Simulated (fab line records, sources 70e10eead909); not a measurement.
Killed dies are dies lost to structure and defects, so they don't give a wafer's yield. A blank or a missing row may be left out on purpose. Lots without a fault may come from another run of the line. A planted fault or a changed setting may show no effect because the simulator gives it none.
Chamber matching | flow nand_harc | NHARC_P_ZERO_WELL_DESCUM_13 on rie_diel-05: 4 sister chambers
The step chemistry O2, time 3 s. 22 wafers are shown with their chamber, then 11 later ones without.

WAFERS WITH THEIR CHAMBER
wafer  | chamber | drypump_motor_current_A (A) | showerhead_plenum_p_Torr (Torr) | oes_product_au (a.u.)
L074.4 | 3       | 5.0                         | 1.81                            | 0.994
L074.5 | 2       | 5.5                         | 1.84                            | 0.991
L074.6 | 1       | 6.3                         | 2.03                            | 1.000
L078.1 | 3       | 5.0                         | 1.81                            | 1.007
L078.2 | 1       | 6.3                         | 2.03                            | 1.001
L078.5 | 3       | 5.0                         | 1.81                            | 1.005
L079.2 | 1       | 6.2                         | 2.03                            | 1.005
L079.5 | 3       | 5.0                         | 1.81                            | 0.993
L079.6 | 0       | 6.0                         | 1.87                            | 0.992
L080.3 | 3       | 5.0                         | 1.81                            | 0.999
L080.5 | 3       | 5.0                         | 1.81                            | 0.996
L080.6 | 1       | 6.3                         | 2.03                            | 0.999
L082.1 | 1       | 6.3                         | 2.03                            | 1.017
L082.4 | 0       | 6.0                         | 1.87                            | 1.009
L082.5 | 1       | 6.3                         | 2.02                            | 1.009
L085.1 | 0       | 6.0                         | 1.86                            | 0.995
L085.3 | 1       | 6.3                         | 2.02                            | 0.999
L085.6 | 2       | 5.5                         | 1.84                            | 0.980
L087.1 | 3       | 5.0                         | 1.81                            | 1.010
L087.5 | 0       | 6.0                         | 1.86                            | 1.022
L087.6 | 1       | 6.2                         | 2.02                            | 1.009
L088.1 | 3       | 5.0                         | 1.81                            | 0.994

SIGNATURES (means of the wafers above)
reading                  | chamber 0 | chamber 1 | chamber 2 | chamber 3 | scatter within a chamber
drypump_motor_current_A  | 6.000     | 6.275     | 5.500     | 5.000     | 0.0289
showerhead_plenum_p_Torr | 1.8650    | 2.0263    | 1.8400    | 1.8100    | 0.004
oes_product_au           | 1.00450   | 1.00487   | 0.98550   | 0.99975   | 0.00828
Rule: a wafer's distance from a chamber is the root of the sum, over the readings, of the square of ((its reading less the chamber's mean) divided by the reading's scatter). The wafer belongs to the nearest chamber; if the next one is less than 2 further off, it can't be placed. The scatter: the root of (the sum of the squares of (reading less its chamber's mean) over the shown wafers, divided by (wafers less chambers)).

WAFERS WITHOUT THEIR CHAMBER
wafer  | drypump_motor_current_A (A) | showerhead_plenum_p_Torr (Torr) | oes_product_au (a.u.)
L088.4 | 6.3                         | 2.02                            | 1.007
L088.6 | 5.5                         | 1.84                            | 1.006
L089.1 | 5.0                         | 1.81                            | 1.000
L089.2 | 5.6                         | 1.84                            | 0.990
L089.4 | 6.0                         | 1.86                            | 0.999
L094.1 | 5.6                         | 1.84                            | 1.005
L094.3 | 6.0                         | 1.86                            | 1.000
L094.4 | 6.3                         | 2.02                            | 1.001
L096.2 | 6.3                         | 2.02                            | 1.001
L096.4 | 5.0                         | 1.81                            | 0.987
L096.6 | 6.0                         | 1.86                            | 0.998

WHICH CHAMBER EACH WENT THROUGH
wafer  | from the rows above | in truth
L088.4 | 1                   | 1
L088.6 | 2                   | 2
L089.1 | 3                   | 3
L089.2 | 2                   | 2
L089.4 | 0                   | 0
L094.1 | 2                   | 2
L094.3 | 0                   | 0
L094.4 | 1                   | 1
L096.2 | 1                   | 1
L096.4 | 3                   | 3
L096.6 | 0                   | 0
Placed correctly: 11 of 11. Can't be placed from these rows: 0. Placed wrongly: 0.
